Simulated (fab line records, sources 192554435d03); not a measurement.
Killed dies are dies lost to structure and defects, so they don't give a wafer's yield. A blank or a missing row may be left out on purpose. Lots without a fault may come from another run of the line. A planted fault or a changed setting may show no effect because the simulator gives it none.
A struck lot beside a sound one | flow n5_finfet | 25 steps out of a route of 1938
Sound: wafers L128.3, L128.4, L128.5. Struck: wafers L135.2, L135.4, L135.5. The cause comes at the end.
At each step with rows: each side's tool, then ch and its chambers, then its first start. Under that, the readings that differ: sound wafers | struck wafers | difference of the means | sigmas: that difference in standard deviations of wafers without a fault.
alike: readings whose means differ by less than 2 such deviations, and words and numbers that are the same on both sides. not compared: withheld readings, readings that some wafer has no value for, bounds like >300 that may hide the same value, and numbers for which the record gives no deviation and whose values overlap.
The two part at a step that has a row with sigmas, a row that says differs or no value, or rows on one side only. Numbers that don't overlap but have no deviation are shown without sigmas and don't part them. A reading that every wafer of one side lacks parts them only if that side has two wafers or more.

first, 4 steps without rows for these wafers: N5_ZERO_LAYER_EXPOSE_08 (exposes mask ZERO, defocus 0 nm, target cd 2000 nm); N5_ZERO_LAYER_PEB_09; N5_ZERO_LAYER_DEVELOP_10 (develop time 60 s); N5_ZERO_LAYER_HARDBAKE_23 (time 120 s).
N5_ZERO_LAYER_CD_MEAS_11: target cd 2000 nm.
  sound on cd_sem-01 ch 0, day 3 00:46; struck on cd_sem-01 ch 0, day 4 18:39
  alike: cd_nm
N5_ZERO_LAYER_DESCUM_16: chemistry O2, time 7.9 s.
  sound on rie_diel-01 ch 2,3, day 3 00:48; struck on rie_diel-04 ch 0,1,2, day 4 18:52
  alike: drypump_motor_current_A, oes_product_au, rf_vpp_V, showerhead_plenum_p_Torr, throttle_valve_pct
  not compared: rf_hours_counter_h
N5_ZERO_LAYER_ETCH_17: etches SiO2 in CF4, target depth 12 nm, time 13.3 s.
  sound on rie_diel-01 ch 2,3, day 3 00:50; struck on rie_diel-04 ch 0,1,2, day 4 18:53
  alike: cf4_flow_sccm, drypump_motor_current_A, oes_product_au, rf_vpp_V, showerhead_plenum_p_Torr, throttle_valve_pct
  not compared: rf_hours_counter_h
N5_ZERO_LAYER_ETCH_18: etches Si in HBr/Cl2, target depth 120 nm, time 40 s.
  sound on rie_si-04 ch 2,3, day 3 00:55; struck on rie_si-04 ch 0,1,3, day 4 18:58
  alike: drypump_motor_current_A, oes_product_au, throttle_valve_pct
  not compared: rf_hours_counter_h
N5_ZERO_LAYER_STRIP_24: strips in O2.
  sound on plasma_asher-02 ch 0,1, day 3 01:02; struck on plasma_asher-01 ch 1, day 4 19:07
  alike: drypump_motor_current_A, heater_power_w, oes_product_au, strip_time_to_endpoint_s
  not compared: rf_hours_counter_h
then, 1 step without rows for these wafers: N5_ZERO_LAYER_STRIP_19 (strips in SPM, time 900 s).
N5_ZERO_LAYER_INSPECT_20: inspects for defects (darkfield).
  sound on defect_inspect-02, day 3 01:23; struck on defect_inspect-02, day 4 19:28
  alike: raw_defect_count
then, 1 step without rows for these wafers: N5_WELL_APT_HMDS_01 (time 60 s).
N5_WELL_APT_COAT_02: resist thk 950 nm.
  sound on litho_track-03 ch 0, day 3 01:25; struck on litho_track-04 ch 0, day 4 19:31
  reading                                    | sound                | struck               | difference | sigmas
  spin_speed_rpm (rpm)                       | 1358.6 1357.5 1356.7 | 1436.7 1434.4 1435.2 | +77.8      | +78
  model.coat_of_WELL_APT_COAT_02.thk_nm (nm) | 958.6 957.7 954.9    | 919.1 919 920.1      | -37.7      |
  alike: resist_line_temp_C
then, 6 steps without rows for these wafers: N5_WELL_APT_EBR_04; N5_WELL_APT_SOFTBAKE_03 (time 60 s); N5_WELL_APT_EXPOSE_05 (exposes mask NWELL, defocus 0 nm, target cd 200 nm); N5_WELL_APT_PEB_06 (peb time 90 s); N5_WELL_APT_DEVELOP_07 (develop time 45 s); N5_WELL_APT_HARDBAKE_12 (time 120 s).
N5_WELL_APT_CD_MEAS_08: target cd 200 nm.
  sound on cd_sem-02 ch 0, day 3 01:49; struck on cd_sem-02 ch 0, day 4 19:55
  alike: cd_nm
N5_WELL_APT_OVL_MEAS_09:
  sound on overlay-02 ch 0, day 3 01:51; struck on overlay-02 ch 0, day 4 19:58
  alike: NWELL_OVL
N5_WELL_APT_INSPECT_10: inspects for defects (macro).
  sound on defect_inspect-01, day 3 01:53; struck on defect_inspect-02, day 4 19:59
  alike: raw_defect_count
N5_WELL_APT_DESCUM_13: chemistry O2, time 7.9 s.
  sound on rie_diel-03 ch 1,2, day 3 01:55; struck on rie_diel-02 ch 1,2, day 4 20:12
  reading                                    | sound             | struck          | difference | sigmas
  model.coat_of_WELL_APT_COAT_02.thk_nm (nm) | 940.4 939.5 936.7 | 901 900.9 901.9 | -38        |
  alike: drypump_motor_current_A, oes_product_au, rf_vpp_V, showerhead_plenum_p_Torr, throttle_valve_pct
  not compared: rf_hours_counter_h
then, 1 step without rows for these wafers: N5_WELL_APT_IMPLANT_14.
-- the record jumps here: 6 days lie between the struck wafers' starts before and after (it left off in module WELL_APT and takes up again in module BEOL_M4, whose first step shown is number 1111 of the route) --
N5_BEOL_M4_RC_MEAS_101:
  sound on prober-01 ch 0, day 9 12:47; struck on prober-01 ch 0, day 11 02:20
  reading   | sound       | struck      | difference | sigmas
  VT_N (mV) | 246 246 248 | 251 258 249 | +6         | +2
  alike: DIBL_N, DIBL_P, IOFF_N, IOFF_P, ION_N, ION_P, SS_N, SS_P, VT_P

WHERE THEY PART
First at N5_WELL_APT_COAT_02; last, within this record, at N5_BEOL_M4_RC_MEAS_101.

WHY: what the simulator had put in
Process parameter drift: litho_track-04, from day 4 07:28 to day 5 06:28, at N5_WELL_APT_COAT_02. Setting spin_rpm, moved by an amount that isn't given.
